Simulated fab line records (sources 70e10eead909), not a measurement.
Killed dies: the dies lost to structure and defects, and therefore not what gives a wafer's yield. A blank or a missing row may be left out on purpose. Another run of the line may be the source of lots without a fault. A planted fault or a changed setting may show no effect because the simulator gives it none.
Chamber matching + flow nand harc + 4 sister chambers for NHARC_A_STAIRCASE_ETCH_271 on rie diel-07
The step etches the open film in CF4/CHF3. 20 wafers are shown with their chamber, then 10 later ones without.

== WAFERS WITH THEIR CHAMBER ==
| wafer  | chamber | showerhead plenum p Torr (Torr) | drypump motor current A (A) | rf vpp V (V) |
|--------|---------|---------------------------------|-----------------------------|--------------|
| L076.1 | 2       | 1.68                            | 5.2                         | 374.4        |
| L076.5 | 0       | 1.55                            | 4.9                         | 368.7        |
| L076.6 | 3       | 1.47                            | 5.5                         | 366.9        |
| L079.2 | 1       | 1.61                            | 6.2                         | 370.6        |
| L079.3 | 3       | 1.47                            | 5.6                         | 366.6        |
| L079.6 | 0       | 1.55                            | 4.9                         | 370.9        |
| L080.1 | 1       | 1.61                            | 6.2                         | 372.8        |
| L080.2 | 0       | 1.54                            | 4.9                         | 368.2        |
| L080.6 | 1       | 1.60                            | 6.2                         | 371.3        |
| L082.2 | 1       | 1.60                            | 6.2                         | 371.4        |
| L082.3 | 0       | 1.54                            | 4.9                         | 369.4        |
| L082.6 | 2       | 1.67                            | 5.1                         | 372.9        |
| L081.1 | 2       | 1.67                            | 5.2                         | 375.5        |
| L081.3 | 0       | 1.54                            | 4.9                         | 369.7        |
| L081.5 | 3       | 1.47                            | 5.6                         | 367.1        |
| L086.1 | 3       | 1.47                            | 5.6                         | 366.8        |
| L086.2 | 1       | 1.60                            | 6.2                         | 372.0        |
| L086.5 | 2       | 1.67                            | 5.2                         | 374.6        |
| L090.1 | 1       | 1.60                            | 6.3                         | 370.9        |
| L090.2 | 0       | 1.54                            | 4.9                         | 369.2        |

SIGNATURES (means of the wafers above)
| reading                  | chamber 0 | chamber 1 | chamber 2 | chamber 3 | scatter within a chamber |
|--------------------------|-----------|-----------|-----------|-----------|--------------------------|
| showerhead plenum p Torr | 1.5433    | 1.6033    | 1.6725    | 1.4700    | 0.00462                  |
| drypump motor current A  | 4.900     | 6.217     | 5.175     | 5.575     | 0.0382                   |
| rf vpp V                 | 369.350   | 371.500   | 374.350   | 366.850   | 0.832                    |
Rule: distance of a wafer from a chamber = root of the sum over the readings of ((wafer's reading minus chamber's mean) / reading's scatter) squared. If the next closest chamber is less than 2 further off than the closest, the wafer can't be placed; otherwise it belongs to the closest. How the scatter is found: for the shown wafers, subtract from each reading the mean of its chamber, square and add these, divide the total by (wafers less chambers), then take the root.

== WAFERS WITH NO CHAMBER GIVEN ==
| wafer  | showerhead plenum p Torr (Torr) | drypump motor current A (A) | rf vpp V (V) |
|--------|---------------------------------|-----------------------------|--------------|
| L090.5 | 1.60                            | 6.2                         | 371.5        |
| L091.2 | 1.46                            | 5.5                         | 367.3        |
| L091.3 | 1.53                            | 4.9                         | 369.1        |
| L091.5 | 1.53                            | 4.9                         | 369.3        |
| L094.1 | 1.66                            | 5.1                         | 374.4        |
| L094.4 | 1.59                            | 6.3                         | 370.7        |
| L094.5 | 1.66                            | 5.1                         | 374.0        |
| L097.3 | 1.59                            | 6.3                         | 371.7        |
| L097.5 | 1.66                            | 5.1                         | 373.2        |
| L097.6 | 1.46                            | 5.5                         | 365.9        |

== EACH ONE'S CHAMBER ==
| wafer  | from the rows above | in truth |
|--------|---------------------|----------|
| L090.5 | 1                   | 1        |
| L091.2 | 3                   | 3        |
| L091.3 | 0                   | 0        |
| L091.5 | 0                   | 0        |
| L094.1 | 2                   | 2        |
| L094.4 | 1                   | 1        |
| L094.5 | 2                   | 2        |
| L097.3 | 1                   | 1        |
| L097.5 | 2                   | 2        |
| L097.6 | 3                   | 3        |
10 of 10 placed correctly. Number that these rows cannot place: 0. Placed wrongly: 0.
